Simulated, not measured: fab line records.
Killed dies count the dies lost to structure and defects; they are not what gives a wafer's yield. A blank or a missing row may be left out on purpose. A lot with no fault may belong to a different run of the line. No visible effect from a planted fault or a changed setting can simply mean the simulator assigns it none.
fab line records | flow nandHarc
[record] lots = 12 wafers = 36 lastDay = 33
route steps=1302 shown A_CONTACT@1000 END@1302
lots untouched by any fault: they come from a run of this same line in which no faults occurred
startH: hours from the record's first day to the start of the lot's first wafer shown | waitH: hours since the lot's step before | " unchanged from the row above | L1.1+2: a single row standing in for several wafers | - value missing, or start not given | * or withheld: withheld | < > ~ a bound
route shown NAME@n: names a module that has steps shown in the file, with the first one's number in the route | usual: mean and standard deviation over wafers with no fault | same: alike in all rows | chamber/n: place in a boat | sites: per-site readings | _std_site: the values' standard deviation | _edge_site: mean of outer sites minus mean of inner sites | radiusMm: for every site, how far away it sits from the centre of the wafer | mask NAME#n: copy n | behind: the last tool/chamber to shape the wafer | hold: cause of the lot's hold/its duration in hours/its outcome | device: which transistor (n, p or np) failed to switch | end of line: the route-end tests of the same wafers | a step given without rows: its recipe and nothing more | killed: dies lost to structure and defects at the first sort, not the wafer's yield | map: dies across one wafer; x = killed, . = not, _ = none there
set.NAME: the setting as run; set.NAME@STEP: as run at that earlier step | model.NAME: the simulator's own value behind a step, which no gauge read
route steps across a sampled set of lots; one table per step, one row per wafer
services: the hour from which a tool's chamber was out of use, counted from the record's first day as startH (under 0 if before that day), plus the number of hours and why
[[steps]]
[step NHARC_A_CONTACT_DESCUM_47]
[recipe] timeS = 3 o2FlowSccm = 200 arFlowSccm = 0 biasPowerW = 0 chemistry = O2
[usual] drypumpMotorCurrentA = 5.7/0.34 mfcArSccm = 0.014/0.015 oesProductAu = 1.000/0.011 rfVppV = 57.5/0.91 showerheadPlenumPTorr = 1.87/0.094 throttleValvePct = 11.311/0.0091
// columns lot.wafer tool chamber startH waitH drypumpMotorCurrentA mfcArSccm oesProductAu rfHoursCounterH rfVppV showerheadPlenumPTorr throttleValvePct
L225.4 rieDiel-03 0 493.29 0.1 5.9 0.016 0.994 6 57.9 1.83 11.307
L225.3 " 2 " " 5.9 0 1.008 7 59.3 1.94 11.315
L225.6 " 3 " " 5.9 0 0.994 - 57.9 1.80 11.315
L227.4 rieDiel-07 0 522.62 0.1 5.9 0 1.018 4 58.7 1.78 11.299
L227.1 " 2 " " 5.7 0.035 1.029 5 58.6 1.83 11.305
L227.5 " 3 " " 5.4 0.025 0.999 - 57.7 1.82 11.298
L238.2 rieDiel-07 2 623.64 0.1 5.7 0.035 1.026 23 57.2 1.83 11.320
L238.3 " 1 " " 5.5 0 1.002 16 56.4 2.01 11.317
L238.6 " 2 " " 5.7 0.035 1.026 - 56.3 1.83 11.307
L237.2 rieDiel-03 2 623.82 0.1 5.8 0 0.979 52 59.2 1.93 11.290
L237.5 " 3 " " 5.9 0 1.000 - 57.4 1.78 11.325
L237.6 " 0 " " 5.9 0.016 0.991 - 57.4 1.82 11.310
L242.4 rieDiel-11 3 642.88 0.1 5.1 0.039 0.999 10 57.2 1.80 11.304
L242.3 " 0 " " 6.1 0.016 0.986 10 57.9 2.05 11.313
L242.6 " 0 " " 6.2 0.016 1.010 - 58.3 2.05 11.325
L241.1 rieDiel-11 3 643.39 0.2 5.2 0.039 0.994 10 59.1 1.81 11.311
L241.3 " 0 " " 6.1 0.016 1.002 11 58.6 2.05 11.308
L241.5 " 3 " " 5.2 0.039 0.987 - 56.0 1.80 11.327
L239.2 rieDiel-11 3 645.16 0.4 5.1 0.039 0.985 11 57.7 1.80 11.309
L239.4 " 0 " " 6.1 0.016 1.005 11 56.1 2.05 11.313
L239.1 " 2 " " 6.1 0 0.993 12 56.9 1.85 11.296
L243.4 rieDiel-11 1 671.98 0.1 5.5 0 0.994 23 56.1 2.00 11.312
L243.1 " 2 " " 6.1 0 0.999 23 57.4 1.85 11.310
L243.5 " 3 " " 5.1 0.039 0.994 - 56.9 1.80 11.325
L244.4 rieDiel-03 3 694.10 0.1 5.9 0 0.978 18 58.0 1.77 11.311
L244.6 " 1 " " 5.1 0 0.991 - 58.5 1.79 11.303
L244.5 " 2 " " 5.8 0 0.985 - 54.9 1.92 11.316
L245.2 rieDiel-11 2 694.40 0.1 6.1 0 0.991 30 57.9 1.85 11.306
L245.4 " 0 " " 6.1 0.016 1.002 30 58.0 2.05 11.316
L245.3 " 1 " " 5.5 0 0.996 31 58.3 1.99 11.311
L246.1 rieDiel-11 2 699.40 0.1 6.1 0 0.986 32 58.0 1.85 11.315
L246.4 " 0 " " 6.1 0.016 1.009 32 58.4 2.05 11.319
L246.6 " 2 " " 6.1 0 0.991 - 57.1 1.85 11.319
L248.4 rieDiel-07 3 722.37 0.1 5.4 0.025 0.995 2 57.9 1.81 11.313
L248.2 " 1 " " 5.5 0 1.001 1 58.4 2.01 11.314
L248.6 " 3 " " 5.4 0.025 0.988 - 58.6 1.81 11.310
[step NHARC_A_CONTACT_ETCH_112]
[recipe] sourceW = withheld pressureMtorr = 20 biasV = 3000 timeS = 190 targetDepthA = 18500 arFlowSccm = withheld c4f8FlowSccm = withheld o2FlowSccm = withheld chemistry = C4F8/O2/Ar
[usual] chamberPressureMTorr = 20.000/0.018 oesAirLineAu = 1.001/0.02
// columns lot.wafer tool chamber startH waitH chamberPressureMTorr oesAirLineAu rfHoursCounterH
L225.3 harCapEtch-02 0 495.36 0.2 19.994 1.004 -
L225.4 " 1 " " 20.036 1.027 -
L225.6 " 1 " " 19.998 1.016 -
L227.1 harCapEtch-01 1 524.66 0.2 20.002 1.001 0
L227.4 " 1 " " 20.014 0.978 -
L227.5 " 0 " " 19.994 1.030 -
L238.2 harCapEtch-02 1 625.72 0.2 - - -
L238.3 " 0 " " - - -
L238.6 " 1 " " - - -
L237.2 harCapEtch-03 1 625.99 0.2 - - -
L237.5 " 1 " " - - -
L237.6 " 0 " " - - -
L242.4 harCapEtch-02 1 645.24 0.2 19.992 0.968 -
L242.3 " 0 " " 19.997 0.975 -
L242.6 " 1 " " 20.007 0.987 -
L241.1 harCapEtch-03 0 646.64 0.2 20.014 0.994 68
L241.3 " 1 " " 19.991 1.003 -
L241.5 " 0 " " 20.009 0.970 -
L239.2 harCapEtch-01 1 648.07 0.2 19.984 1.016 20
L239.1 " 0 " " 20.006 0.999 20
L239.4 " 0 " " 19.980 0.991 -
L243.1 harCapEtch-02 1 673.99 0.2 19.961 1.012 118
L243.4 " 1 " " 20.012 0.991 -
L243.5 " 1 " " 19.975 1.021 -
L244.4 harCapEtch-01 1 696.19 0.2 19.989 0.987 -
L244.5 " 0 " " 20.019 0.983 -
L244.6 " 1 " " 20.035 1.019 -
L245.2 harCapEtch-02 0 696.43 0.2 20.007 0.992 121
L245.3 " 0 " " 19.998 1.005 -
L245.4 " 1 " " 20.006 1.049 -
L246.1 harCapEtch-03 0 701.44 0.2 19.977 1.015 78
L246.4 " 0 " " 20.010 1.049 -
L246.6 " 0 " " 20.003 0.994 -
L248.2 harCapEtch-02 1 724.44 0.2 20.013 1.046 127
L248.4 " 1 " " 19.993 1.010 -
L248.6 " 0 " " 20.020 0.991 -
[step NHARC_A_CONTACT_ETCH_118]
[recipe] sourceW = withheld pressureMtorr = 20 biasV = 3000 timeS = 190 targetDepthA = 18500 arFlowSccm = withheld c4f8FlowSccm = withheld o2FlowSccm = withheld chemistry = C4F8/O2/Ar
[usual] chamberPressureMTorr = 20.001/0.018 oesAirLineAu = 0.998/0.019
// columns lot.wafer tool chamber startH waitH chamberPressureMTorr oesAirLineAu rfHoursCounterH
L225.3 harCapEtch-02 0 496.38 0.1 19.994 1.008 -
L225.4 " 1 " " 20.047 0.999 -
L225.6 " 1 " " 19.984 0.995 -
L227.1 harCapEtch-01 1 525.69 0.1 20.006 1.013 1
L227.4 " 1 " " 19.977 0.964 -
L227.5 " 0 " " 19.981 1.004 -
L238.2 harCapEtch-02 1 627.09 0.2 20.004 0.993 108
L238.3 " 0 " " 19.995 0.989 -
L238.6 " 1 " " 19.985 0.986 -
L237.2 harCapEtch-03 1 627.36 0.2 20.000 1.012 65
L237.5 " 1 " " 20.026 0.992 -
L237.6 " 0 " " 20.024 1.017 -
L242.4 harCapEtch-02 1 646.27 0.1 19.999 0.975 -
L242.3 " 0 " " 19.988 0.981 -
L242.6 " 1 " " 20.000 0.982 -
L241.1 harCapEtch-03 0 647.67 0.1 20.016 1.016 69
L241.3 " 1 " " 19.980 1.013 -
L241.5 " 0 " " 20.033 0.958 -
L239.2 harCapEtch-01 1 649.09 0.1 20.009 1.007 21
L239.1 " 0 " " 20.019 1.020 21
L239.4 " 0 " " 19.994 0.990 -
L243.1 harCapEtch-02 1 675.01 0.1 19.987 1.002 119
L243.4 " 1 " " 19.988 0.996 -
L243.5 " 1 " " 19.998 0.983 -
L244.4 harCapEtch-01 1 697.22 0.1 20.035 0.998 -
L244.5 " 0 " " 19.984 1.001 -
L244.6 " 1 " " 19.998 0.982 -
L245.2 harCapEtch-02 0 697.45 0.1 20.003 0.987 122
L245.3 " 0 " " 19.982 1.004 -
L245.4 " 1 " " 19.986 1.026 -
L246.1 harCapEtch-03 0 702.46 0.1 19.987 0.977 79
L246.4 " 0 " " 20.025 0.985 -
L246.6 " 0 " " 20.039 0.964 -
L248.2 harCapEtch-02 1 725.80 0.2 20.015 0.986 128
L248.4 " 1 " " 19.972 1.004 -
L248.6 " 0 " " 20.023 0.990 -
[step NHARC_A_CONTACT_ETCH_121]
[recipe] sourceW = withheld pressureMtorr = 20 biasV = 3000 timeS = 190 targetDepthA = 18500 arFlowSccm = withheld c4f8FlowSccm = withheld o2FlowSccm = withheld chemistry = C4F8/O2/Ar
[usual] chamberPressureMTorr = 20.000/0.018 oesAirLineAu = 1.000/0.021
// columns lot.wafer tool chamber startH waitH chamberPressureMTorr oesAirLineAu rfHoursCounterH
L225.3 harCapEtch-02 0 496.90 0.1 19.980 1.009 -
L225.4 " 1 " " 19.989 1.002 -
L225.6 " 1 " " 19.991 0.967 -
L227.1 harCapEtch-01 1 526.21 0.1 19.980 0.985 2
L227.4 " 1 " " 19.971 0.994 -
L227.5 " 0 " " 19.978 1.007 -
L238.2 harCapEtch-02 1 627.77 0.2 19.976 0.965 108
L238.3 " 0 " " 19.987 1.068 -
L238.6 " 1 " " 19.989 0.996 -
L237.2 harCapEtch-03 1 628.04 0.2 20.012 0.952 65
L237.5 " 1 " " 20.019 0.939 -
L237.6 " 0 " " 19.997 1.006 -
L242.4 harCapEtch-02 1 646.78 0.1 20.022 1.010 -
L242.3 " 0 " " 20.024 1.015 -
L242.6 " 1 " " 20.002 1.046 -
L241.1 harCapEtch-03 0 648.18 0.1 19.996 1.010 69
L241.3 " 1 " " 19.978 1.033 -
L241.5 " 0 " " 19.973 0.999 -
L239.2 harCapEtch-01 1 649.60 0.1 20.030 0.967 22
L239.1 " 0 " " 19.995 1.001 22
L239.4 " 0 " " 19.998 0.974 -
L243.1 harCapEtch-02 1 675.52 0.1 20.019 0.985 119
L243.4 " 1 " " 19.991 0.990 -
L243.5 " 1 " " 19.977 1.005 -
L244.4 harCapEtch-01 1 697.73 0.1 19.987 0.967 -
L244.5 " 0 " " 19.993 0.980 -
L244.6 " 1 " " 20.006 0.994 -
L245.2 harCapEtch-02 0 697.96 0.1 19.997 1.012 123
L245.3 " 0 " " 20.015 1.013 -
L245.4 " 1 " " 19.997 1.005 -
L246.1 harCapEtch-03 0 702.98 0.1 20.044 1.022 79
L246.4 " 0 " " 20.021 1.000 -
L246.6 " 0 " " 20.010 0.999 -
L248.2 harCapEtch-02 1 726.50 0.2 19.995 0.998 128
L248.4 " 1 " " 19.978 1.005 -
L248.6 " 0 " " 19.981 0.993 -
[step NHARC_END_SORT_01]
[recipe] tempC = 25
[usual] killedAtArray = 56/18 killedAtOther = 1.4/1.5 killedAtPeriphery = 4/3.1 killedDies = 61/19 killedOpen = 3.5/1.8 killedShort = 2.4/1.4
[same] grossDies = 677
// columns lot.wafer tool chamber startH waitH killedAtArray killedAtOther killedAtPeriphery killedDies killedOpen killedShort
L238.2 prober-02 0 701.93 2.8 672 3 2 677 2 2
L238.3 prober-02 0 702.73 3.1 672 2 3 677 5 5
L238.6 prober-02 0 705.12 4.0 673 2 2 677 5 3
L237.2 prober-01 0 709.54 2.8 672 0 5 677 3 2
L237.5 prober-01 0 711.92 3.7 673 0 4 677 2 5
L237.6 prober-01 0 712.71 4.0 674 0 3 677 3 4
// killed by level:class
L238.2 A_CONTACT:areaEtch=643 A_CHANNEL_HOLE_D1:chamberFilmFlake=10 A_CONTACT:chamberFilmFlake=5 A_CHANNEL_HOLE_D2:chamberFilmFlake=4 A_SLIT:chamberFilmFlake=3 A_WL_FILL:chamberFilmFlake=3 HYBRID_BOND:chamberFilmFlake=2 P_CONTACT:geometricParticle:open=1
L238.3 A_CONTACT:areaEtch=636 A_CHANNEL_HOLE_D1:chamberFilmFlake=18 A_CONTACT:chamberFilmFlake=6 A_CHANNEL_FILL_D1:geometricParticle:short=2 A_STAIRCASE:chamberFilmFlake=2 P_STI:geometricParticle:open=1 P_CONTACT:geometricParticle:short=1 A_CHANNEL_FILL_D1:geometricParticle:open=1
L238.6 A_CONTACT:areaEtch=639 A_CHANNEL_HOLE_D1:chamberFilmFlake=14 A_SGD_CUT:geometricParticle:open=3 A_SLIT:chamberFilmFlake=3 A_WL_FILL:chamberFilmFlake=3 A_CHANNEL_HOLE_D2:chamberFilmFlake=2 A_STAIRCASE:chamberFilmFlake=2 P_CONTACT:geometricParticle:short=1
L237.2 A_CONTACT:areaEtch=597 A_CHANNEL_HOLE_D1:chamberFilmFlake=34 A_SLIT:chamberFilmFlake=32 P_ZERO_WELL:chamberFilmFlake=2 A_STAIRCASE:chamberFilmFlake=2 P_M0:geometricParticle:open=1 P_M0:geometricParticle:short=1 A_ONON_D1:geometricParticle:short=1
L237.5 A_CONTACT:areaEtch=601 A_SLIT:chamberFilmFlake=32 A_CHANNEL_HOLE_D1:chamberFilmFlake=31 A_DECK1_JOINT:geometricParticle:short=2 P_M0:geometricParticle:short=1 P_M2:geometricParticle:short=1 A_STAIRCASE:geometricParticle:open=1 A_WL_FILL:geometricParticle:short=1
L237.6 A_CONTACT:areaEtch=594 A_CHANNEL_HOLE_D1:chamberFilmFlake=35 A_SLIT:chamberFilmFlake=30 A_WL_FILL:chamberFilmFlake=6 P_M0:geometricParticle:short=1 A_SOURCE_PLATE:geometricParticle:short=1 A_CHANNEL_HOLE_D1:geometricParticle:short=1 A_ONON_D2:geometricParticle:open=1
[[services]]
// columns tool chamber startH hours kind
rieDiel-07 - 471.32 9.0 pm
rieDiel-03 0 481.35 3.6 repair
rieDiel-11 0 492.43 - clean
rieDiel-11 1 492.43 - clean
rieDiel-11 2 492.43 - clean
rieDiel-11 3 492.43 - clean
harCapEtch-01 - 497.00 17.0 pm
harCapEtch-01 0 497.00 17.0 ventCycle
harCapEtch-01 1 497.00 17.0 ventCycle
harCapEtch-01 0 514.00 - clean
harCapEtch-01 1 514.00 - clean
rieDiel-11 0 516.95 - clean
rieDiel-11 1 516.95 - clean
rieDiel-11 2 516.95 - clean
rieDiel-07 1 535.80 6.2 repair
rieDiel-07 1 556.54 21.6 repair
rieDiel-07 - 586.78 0.6 repair
rieDiel-11 - 611.04 9.0 pm
rieDiel-03 0 630.78 15.7 repair
rieDiel-03 3 630.90 7.0 repair
rieDiel-03 - 637.33 9.0 pm
harCapEtch-02 - 683.72 0.6 repair
rieDiel-11 0 700.93 5.1 repair
rieDiel-07 - 704.90 9.0 pm
[[key]]
[firstSign] step = NHARC_A_CONTACT_ETCH_112 reading = toolRecord direction = missing
[effect] step = NHARC_END_SORT_01 reading = killedAtArray direction = up sigmas = 34 usual = 56 struck = 673
[moreKillsBornAt] NHARC_A_CONTACT_ETCH_112@harCapEtch-02 = 1918 NHARC_A_CONTACT_ETCH_112@harCapEtch-03 = 1792
metAt NHARC_A_CONTACT_ETCH_112
struckLots L237,L238
laterRowsLeftOut L237.2,L237.5,L237.6,L238.2,L238.3,L238.6
testerLeftOut L237,L238
notActingAt NHARC_A_CONTACT_DESCUM_47,NHARC_A_CONTACT_ETCH_118,NHARC_A_CONTACT_ETCH_121
onsetBetween 495.36 625.72
[fault] kind = skippedStepWhole tool = harCapEtch-02,harCapEtch-03 chamber = - onsetH = 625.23 steps = NHARC_A_CONTACT_ETCH_112 scope = struckLotsOnly
// testerLeftOut: of these lots the tester's yield and bins aren't shown, on N5 and GAA mostly nor the transistor test; their killed dies are dies lost to structure and defects alone, not to doping, threshold or leakage, so they don't give the yield
// laterRowsLeftOut: the simulator's readings of these wafers behind a module that went badly wrong aren't trusted and aren't shown, but for the sort
